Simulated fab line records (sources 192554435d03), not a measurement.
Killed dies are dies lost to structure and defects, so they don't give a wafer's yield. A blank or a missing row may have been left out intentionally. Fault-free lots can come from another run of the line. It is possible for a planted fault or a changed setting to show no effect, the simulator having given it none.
2 desks looking at one fault || flow n5 finfet || each desk has only its own numbers; what lay behind them comes last

## FOR THE TOOL OWNER'S DESK: litho track-03
The tool's own readings at N5_BEOL_M5_COAT_22 (resist thk 30 nm): means of the sampled wafers that have a number, for each lot that ran on this tool. If a lot's mean is further than 4 standard deviations from the usual mean, the lot is out of limits and carries the mark OUT (the distance appears in the brackets).
Columns: A = spin speed rpm at N5_BEOL_M5_COAT_22, usual 1500.0 rpm
{"lot": "L674", "first seen here": "day 9 15:47", "A": 1501.5}
{"lot": "L677", "first seen here": "day 10 10:51", "A": 1501.1}
{"lot": "L680", "first seen here": "day 13 02:04", "A": "1538.0 (+41) OUT"}
{"lot": "L679", "first seen here": "day 13 18:49", "A": "1537.8 (+41) OUT"}
This desk's verdict: out of limits on L679, L680, starting with L680 at day 13 02:04 (spin speed rpm at N5_BEOL_M5_COAT_22). L674, L677 stayed within limits.

## FROM THE METROLOGY DESK
What the gauges read for every lot (on any tool): the sampled wafers with a number, averaged. If a lot's mean is further than 4 standard deviations from the usual mean, the lot is out of limits and carries the mark OUT (the distance appears in the brackets).
Columns: A = M5_OVL at N5_BEOL_M5_OVL_MEAS_12, usual -0.2 nm
{"lot": "L668", "first seen here": "day 8 00:07", "A": 0.4}
{"lot": "L669", "first seen here": "day 8 16:54", "A": -0.1}
{"lot": "L670", "first seen here": "day 8 23:47", "A": -0.3}
{"lot": "L674", "first seen here": "day 9 12:14", "A": -0.8}
{"lot": "L677", "first seen here": "day 10 10:17", "A": 0.3}
{"lot": "L680", "first seen here": "day 13 00:34", "A": 0.1}
{"lot": "L681", "first seen here": "day 13 14:50", "A": -0.6}
{"lot": "L679", "first seen here": "day 13 15:17", "A": -0.6}
{"lot": "L686", "first seen here": "day 13 20:37", "A": 0.0}
{"lot": "L689", "first seen here": "day 14 04:09", "A": -0.6}
{"lot": "L690", "first seen here": "day 14 23:20", "A": -0.1}
Finding of this desk: none of the 11 lots has anything out of limits.

## PUT TOGETHER
On L679, L680, at day 13 02:04, an alarm was possible from the tool owner's desk.
Nothing out of limits was seen by the metrology desk.
The metrology desk holds a record of L679, L680, inside its limits.
N5_BEOL_M5_COAT_22 was run on litho track-03 by each of the lots named.

## WHAT THE SIMULATOR PUT IN
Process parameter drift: litho track-03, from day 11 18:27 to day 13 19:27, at N5_BEOL_M5_COAT_22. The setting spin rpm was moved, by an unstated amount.
Shown lots that were struck: L679, L680.
Delay in hours, fault start to first out-of-limits reading, by desk: the tool owner's desk at 32.
